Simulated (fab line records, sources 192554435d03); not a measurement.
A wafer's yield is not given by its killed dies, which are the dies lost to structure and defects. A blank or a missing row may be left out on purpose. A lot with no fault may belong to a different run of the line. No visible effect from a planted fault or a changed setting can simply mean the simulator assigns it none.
A struck lot beside a sound one :: flow n5-finfet :: 16 steps out of a route of 1938
Sound: the wafers L936.1, L936.2, L936.5. Struck: wafer L946.3. (L946.1, L946.2 of the same lot were not struck and are left out.) The cause comes at the end.
Order at every step that has rows: each side's tool, ch and its chambers, its first start. Under that, the readings that differ: sound wafers :: struck wafers :: difference of the means :: sigmas: that difference in standard deviations of wafers without a fault.
alike: same words and numbers on both sides, and readings whose means sit less than 2 such deviations apart. not compared: any withheld reading, any reading some wafer has no value for, any bound like >300 that may hide the same value, and any number with overlapping values for which the record gives no deviation.
A row with sigmas, a row that says differs or no value, or rows on one side alone: a step with any of these is where the two part. When numbers do not overlap yet have no deviation, they are printed without sigmas and do not part them. A reading that every wafer of one side lacks parts them only if that side has two wafers or more.

first, 1 step without rows for these wafers: N5_BEOL_M2_DEVELOP_27 (develop time 30 s).
N5_BEOL_M2_CD_MEAS_28: target cd 26.2 nm, target cd y 24.1 nm.
  sound on cd-sem-01 ch 0, day 8 04:35; struck on cd-sem-03 ch 0, day 11 11:40
  alike: cd-nm
N5_BEOL_M2_OVL_MEAS_29:
  sound on overlay-02 ch 0, day 8 04:37; struck on overlay-01 ch 0, day 11 11:41
  alike: V1_OVL
N5_BEOL_M2_INSPECT_30: inspects for defects (brightfield).
  struck on defect-inspect-02, day 11 11:45; sound on defect-inspect-02, day 8 04:41
reading: raw-defect-count
sound: 402 311 288
struck: 605
difference: +271
sigmas: +4
N5_BEOL_M2_DESCUM_33: chemistry O2, time 7 s.
  sound on rie-diel-02 ch 0,2,3, day 8 04:43; struck on rie-diel-04 ch 3, day 11 11:47
  alike: drypump-motor-current-A, oes-product-au, rf-vpp-V, showerhead-plenum-p-Torr, temp-c, throttle-valve-pct
  not compared: rf-hours-counter-h
then, 1 step without rows for these wafers: N5_BEOL_M2_ETCH_77 (etches underlayer in N2/H2, target depth 6.5 nm, time 5.2 s).
N5_BEOL_M2_ETCH_69: etches SiARC in CF4, target depth 15.6 nm, time 26 s.
  sound on rie-diel-02 ch 0,2,3, day 8 04:46; struck on rie-diel-04 ch 3, day 11 11:50
  alike: drypump-motor-current-A, etch-rf-on-time-s, oes-product-au, rf-vpp-V, showerhead-plenum-p-Torr, throttle-valve-pct
  not compared: rf-hours-counter-h
N5_BEOL_M2_ALD_98: deposits SiO2, target thk 2.5 nm, pulse time 1 s, co reactant pulse time 1 s.
  sound on ald-sin-03 ch 0,2,3, day 8 04:50; struck on ald-sin-03 ch 0, day 11 11:55
  alike: heater-power-w, precursor-pulse-height-rel
N5_BEOL_M2_ETCHBACK_99: etches SiO2 in CHF3, target depth 5 nm, time 10.4 s.
  sound on rie-diel-02 ch 0,1,2, day 8 06:53; struck on rie-diel-02 ch 3, day 11 12:11
  alike: drypump-motor-current-A, oes_f_703_au, oes-product-au, rf-vpp-V, showerhead-plenum-p-Torr, throttle-valve-pct
  not compared: rf-hours-counter-h
N5_BEOL_M2_ETCH_70: etches SOC in N2/H2, target depth 80 nm, overetch 24 nm, time 130 s.
  sound on rie-diel-02 ch 0,1,2, day 8 06:55; struck on rie-diel-02 ch 3, day 11 12:13
  alike: drypump-motor-current-A, oes-product-au, rf-vpp-V, showerhead-plenum-p-Torr, temp-c, throttle-valve-pct
  not compared: rf-hours-counter-h
then, 2 steps without rows for these wafers: N5_BEOL_M2_STRIP_71 (strips in N2/H2); N5_BEOL_M2_STRIP_78 (strips in N2/H2).
N5_BEOL_M2_VIA_ETCH_34: etches the open film in C4F6/O2, target depth 69.4 nm, time 65.9 s.
  sound on rie-diel-02 ch 0,1,2, day 8 07:02; struck on rie-diel-02 ch 3, day 11 12:20
reading: drypump-motor-current-A (A)
sound: 5.2 6.1 5.8
struck: 4.8
difference: -0.9
sigmas: -2

reading: model.etch.depth-nm (nm)
sound: 70.29 70.42 65.22
struck: 60.72
difference: -7.92
sigmas: 

reading: model.SOC_of_BEOL_M2_COAT_67.thk-nm (nm)
sound: 51.6 52 52.4
struck: 52.8
difference: +0.8
sigmas: 
  alike: C4F6_flow_sccm, oes_f_703_au, oes-product-au, rf-vpp-V, showerhead-plenum-p-Torr, throttle-valve-pct
  not compared: rf-hours-counter-h
then, 1 step without rows for these wafers: N5_BEOL_M2_STRIP_83 (strips in C4F6/O2).
N5_BEOL_M4_RC_MEAS_101:
  sound on prober-02 ch 0, day 9 21:23; struck on prober-02 ch 0, day 12 20:49
reading: ION_N (uA/um)
sound: 665 679 673
struck: 625
difference: -47
sigmas: -3

reading: ION_P (uA/um)
sound: 456 467 463
struck: 440
difference: -22
sigmas: -2

reading: VT_N (mV)
sound: 251 250 252
struck: 261
difference: +10
sigmas: +2
  alike: DIBL_N, DIBL_P, IOFF_N, IOFF_P, SS_N, SS_P, VT_P
-- a jump in the record: the struck wafers' starts before and after are 5 days apart (it breaks off in module BEOL_M4 and resumes in module PASSIVATION, where the first step shown is number 1936 of the route) --
N5_PASSIVATION_PROBE_49:
  struck on prober-01, day 17 18:50; sound on prober-02, day 14 08:10
reading: killed-at-contacts
sound: 20 20 16
struck: 5
difference: -14
sigmas: -2

reading: sort_bin_8_speed (%)
sound: 0 0 0
struck: 13.3
difference: +13.3
sigmas: +12

reading: sort-n-pass
sound: 1051 1069 1060
struck: 924
difference: -136
sigmas: -6

reading: sort-yield-pct (%)
sound: 89.1 90.6 89.8
struck: 78.3
difference: -11.5
sigmas: -6
  alike: defect-limited-yield, killed_at_M0_to_M3, killed_at_M4_up, killed-at-front-end, killed-at-other, killed-dies, killed-open, killed-short, sort_bin_5_function, sort_bin_6_memory

== WHERE THEY PART ==
Last at N5_PASSIVATION_PROBE_49 as far as this record goes, first at N5_BEOL_M2_INSPECT_30.

WHY: what had been put in by the simulator
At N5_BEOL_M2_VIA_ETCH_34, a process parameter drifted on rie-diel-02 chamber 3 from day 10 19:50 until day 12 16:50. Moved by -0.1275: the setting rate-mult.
